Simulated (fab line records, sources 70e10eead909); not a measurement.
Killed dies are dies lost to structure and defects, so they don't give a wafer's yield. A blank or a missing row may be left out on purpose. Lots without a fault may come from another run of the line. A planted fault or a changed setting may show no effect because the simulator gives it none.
Tool commonality check | flow nand_harc | 11 lots, 33 wafers sampled

WHY IT WAS OPENED
At NHARC_P_M0_CD_MEAS_09 the reading cd_nm is flagged on 2 of 11 lots. Wafers without a fault read 90.0 nm, standard deviation 0.52.
Rule: a lot is flagged when every wafer of it that has a number lies more than 4 standard deviations from that mean, or none has a number. The other lots count as sound.

lot  | measured     | on        | cd_nm (nm), wafer by wafer | flag
L871 | day 6 05:38  | cd_sem-03 | 90.4 90.7 90.9             |
L873 | day 6 15:28  | cd_sem-01 | 90.1 90.3 89.8             |
L872 | day 6 15:53  | cd_sem-01 | 88.0 89.3 88.9             |
L874 | day 6 16:17  | cd_sem-01 | 89.7 89.8 89.3             |
L880 | day 8 05:37  | cd_sem-01 | 90.3 90.1 89.7             |
L883 | day 9 02:46  | cd_sem-03 | 90.4 89.6 90.2             |
L881 | day 9 03:46  | cd_sem-03 | 90.4 90.0 90.5             |
L886 | day 10 02:05 | cd_sem-03 | 100.2 100.8 101.1          | FLAGGED
L887 | day 10 02:43 | cd_sem-01 | 89.6 90.1 90.9             |
L892 | day 11 08:43 | cd_sem-01 | 98.6 99.0 98.7             | FLAGGED
L893 | day 11 12:47 | cd_sem-03 | 89.8 89.6 90.0             |
The numbers of the flagged lots are 99.7 nm on average: +9.7 nm against the usual, or +19 standard deviations.

WHICH TOOL RAN EACH LOT
The record holds 3 process steps before the reading, out of a route of 1159 steps. In each cell: the tool, then ch and the chambers that the sampled wafers went through, then the start.
lot  | flag    | NHARC_P_CONTACT_ETCH_18                       | NHARC_P_CONTACT_ETCH_31                       | NHARC_P_M0_EXPOSE_06
L871 |         | rie_diel-02 ch 2,3, day 6 05:30 or earlier    | rie_diel-02 ch 1,2,3, day 6 05:30 or earlier  | arfi_scanner-02 ch 0, day 6 05:30
L873 |         | rie_diel-09 ch 0,2, day 6 15:20 or earlier    | rie_diel-09 ch 0,2,3, day 6 15:20 or earlier  | arfi_scanner-02 ch 0, day 6 15:20
L872 |         | rie_diel-02 ch 0,1, day 6 15:44 or earlier    | rie_diel-02 ch 0,3, day 6 15:44 or earlier    | arfi_scanner-02 ch 0, day 6 15:44
L874 |         | rie_diel-02 ch 0,1, day 6 16:09 or earlier    | rie_diel-02 ch 0,2,3, day 6 16:09 or earlier  | arfi_scanner-01 ch 0, day 6 16:09
L880 |         | rie_diel-02 ch 0,3, day 8 05:28 or earlier    | rie_diel-02 ch 0,3, day 8 05:28 or earlier    | arfi_scanner-03 ch 0, day 8 05:28
L883 |         | rie_diel-09 ch 1,2,3, day 9 02:38 or earlier  | rie_diel-09 ch 0,3, day 9 02:38 or earlier    | arfi_scanner-01 ch 0, day 9 02:38
L881 |         | rie_diel-02 ch 2,3, day 9 03:38 or earlier    | rie_diel-02 ch 0,1, day 9 03:38 or earlier    | arfi_scanner-01 ch 0, day 9 03:38
L886 | FLAGGED | rie_diel-02 ch 1,2,3, day 10 01:56 or earlier | rie_diel-02 ch 0,1,3, day 10 01:56 or earlier | arfi_scanner-01 ch 0, day 10 01:56
L887 |         | rie_diel-09 ch 2,3, day 10 02:35 or earlier   | rie_diel-09 ch 0,1, day 10 02:35 or earlier   | arfi_scanner-02 ch 0, day 10 02:35
L892 | FLAGGED | rie_diel-09 ch 0,3, day 11 08:35 or earlier   | rie_diel-09 ch 0,2,3, day 11 08:35 or earlier | arfi_scanner-01 ch 0, day 11 08:35
L893 |         | rie_diel-09 ch 1,2, day 11 12:39 or earlier   | rie_diel-09 ch 1,2,3, day 11 12:39 or earlier | arfi_scanner-02 ch 0, day 11 12:39
What these steps do:
- NHARC_P_CONTACT_ETCH_18: etches the open film in C4F8/O2/Ar, target depth 481 nm, time 240.5 s.
- NHARC_P_CONTACT_ETCH_31: etches the open film in CH3F/O2, target depth 30 nm, time 85.7 s.
- NHARC_P_M0_EXPOSE_06: exposes mask P M0, target cd 90 nm.
- NHARC_P_M0_CD_MEAS_09: target cd 90 nm.

FLAGGED OVER TOTAL, TOOL BY TOOL (the gauges that took the reading come last)
step                    | tool            | lots run | flagged | share of the flagged lots | sound lots run after its first flagged lot
NHARC_P_CONTACT_ETCH_18 | rie_diel-02     | 6        | 1       | some                      | 0
NHARC_P_CONTACT_ETCH_18 | rie_diel-09     | 5        | 1       | some                      | 1 (L893)
NHARC_P_CONTACT_ETCH_31 | rie_diel-02     | 6        | 1       | some                      | 0
NHARC_P_CONTACT_ETCH_31 | rie_diel-09     | 5        | 1       | some                      | 1 (L893)
NHARC_P_M0_EXPOSE_06    | arfi_scanner-01 | 5        | 2       | all                       | 0
NHARC_P_M0_EXPOSE_06    | arfi_scanner-02 | 5        | 0       | none                      | -
NHARC_P_M0_EXPOSE_06    | arfi_scanner-03 | 1        | 0       | none                      | -
NHARC_P_M0_CD_MEAS_09   | cd_sem-01       | 6        | 1       | some                      | 0
NHARC_P_M0_CD_MEAS_09   | cd_sem-03       | 5        | 1       | some                      | 1 (L893)
NHARC_P_CONTACT_ETCH_18 gives no start for some lots, so the hours and the order of its lots are those of NHARC_P_M0_EXPOSE_06. NHARC_P_CONTACT_ETCH_31 gives no start for some lots, so the hours and the order of its lots are those of NHARC_P_M0_EXPOSE_06.

WHAT THE TABLE ALLOWS
1 row of the table ran every flagged lot: arfi_scanner-01 at NHARC_P_M0_EXPOSE_06.
- arfi_scanner-01 at NHARC_P_M0_EXPOSE_06: 2 of its 5 lots flagged. Its last sound lot is L881 (day 9 03:38), its first flagged lot L886 (day 10 01:56): a fault that began between those two fits. Its own readings lie more than 4 standard deviations out on every wafer of the flagged lots: exposure_dose_mJ_cm2.
One tool is left: arfi_scanner-01 at NHARC_P_M0_EXPOSE_06.

WHAT THE SIMULATOR HAD PUT IN
Process parameter drift: arfi_scanner-01, from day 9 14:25 on, at NHARC_P_M0_EXPOSE_06. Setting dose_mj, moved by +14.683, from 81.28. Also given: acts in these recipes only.
Lots struck among those shown: L886, L892. The rule above found the same.
